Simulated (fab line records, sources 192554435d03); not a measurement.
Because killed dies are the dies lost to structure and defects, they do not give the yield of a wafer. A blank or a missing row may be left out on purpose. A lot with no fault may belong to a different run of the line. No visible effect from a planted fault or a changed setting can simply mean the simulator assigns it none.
Split-lot experiment | flow n5-finfet | on a route of 1938 steps: 7 lots, 21 wafers read

## ABOUT THE SPLIT
At N5_BEOL_M4_TRENCH_ETCH_37 (etches SiOC in C4F6/O2, target depth 55.555 nm, time 29.2 s), the setting source-w was moved away from the recipe's 355 W on 5 of the 21 wafers read, by -9.1% to +15.6%. All remaining wafers had this setting at the recipe value.

The split's own step is where the reading is taken.

## THE READING
rf-vpp-V, in V, at N5_BEOL_M4_TRENCH_ETCH_37 (etches SiOC in C4F6/O2, target depth 55.555 nm, time 29.2 s). A value of 673 V with a standard deviation of 12 V is what fault-free wafers of this fab line usually give.

wafer  | tool, chamber at the split | source-w as run, W | against the recipe | rf-vpp-V, V | against lot-mates on the recipe
L076.1 | rie-diel-02, 0             | 355                | recipe             | 664         | -
L076.2 | rie-diel-02, 2             | 355                | recipe             | 658         | -
L076.4 | rie-diel-02, 0             | 373                | +5.1%              | 649         | -12
L079.1 | rie-diel-02, 2             | 410.4              | +15.6%             | 610         | -60
L079.3 | rie-diel-02, 3             | 355                | recipe             | 681         | -
L079.6 | rie-diel-02, 2             | 355                | recipe             | 658         | -
L083.3 | rie-diel-04, 0             | 355                | recipe             | 676         | -
L083.5 | rie-diel-04, 2             | 355                | recipe             | 664         | -
L083.6 | rie-diel-04, 1             | 322.8              | -9.1%              | 716         | +46
L088.2 | rie-diel-04, 3             | 355                | recipe             | 667         | -
L088.3 | rie-diel-04, 1             | 355                | recipe             | 685         | -
L088.4 | rie-diel-04, 0             | 355                | recipe             | 675         | -
L091.1 | rie-diel-03, 1             | 355                | recipe             | 684         | -
L091.4 | rie-diel-03, 2             | 403.3              | +13.6%             | 654         | -30
L091.5 | rie-diel-03, 0             | 355                | recipe             | 683         | -
L096.3 | rie-diel-04, 1             | 355                | recipe             | 680         | -
L096.5 | rie-diel-04, 0             | 355                | recipe             | 674         | -
L096.6 | rie-diel-04, 1             | 403.1              | +13.5%             | 640         | -37
L097.2 | rie-diel-03, 3             | 355                | recipe             | 659         | -
L097.4 | rie-diel-03, 1             | 355                | recipe             | 685         | -
L097.5 | rie-diel-03, 0             | 355                | recipe             | 683         | -

THE FIT
A straight line over all 21 wafers: rf-vpp-V changes by -3.14 V for each +1% of source-w; r = -0.84; the points scatter about the line by 12 V.
The same after taking each lot's own level away (the mean of its wafers on the recipe; 21 wafers): -3.3 V for each +1%; r = -0.91; scatter 9 V.
According to that fit, moving source-w by its largest amount changes the reading by 51 V.
The span of the lots' own levels, 661.0 to 683.5 V, comes to 1.9 times the standard deviation stated above.
So the lot-to-lot level changes the slope little: the two slopes agree.
Check: -44.8 V against its lot-mates is what the line predicts for one of the wafers moved furthest among these (+15.6%) when that wafer is left out of the fit. Against them it came out at -59.5 V.
Tool readings at the split's step, against how far the setting was moved: rf-vpp-V r = -0.84.

## FURTHER SPLITS ON THESE WAFERS
Before the reading, these wafers also passed through other splits. Each is held against what the fit with the lots' levels taken away leaves over:
other split on the same wafers    | wafers away from the commonest value | r with rf-vpp-V (lot level and that fit taken away)
N5_BEOL_M1_HM_DEP_02 target-thk-a | 9                                    | +0.06
N5_BEOL_M2_SPUTTER_48 time-s      | 11                                   | +0.23
N5_BEOL_M3_ETCH_41 target-depth-a | 10                                   | +0.08
N5_BEOL_M4_ETCH_70 time-s         | 7                                    | -0.11

## FILE'S OWN FIT
rf-vpp-V changes by -3.23 V for each +1% of source-w, r = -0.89.
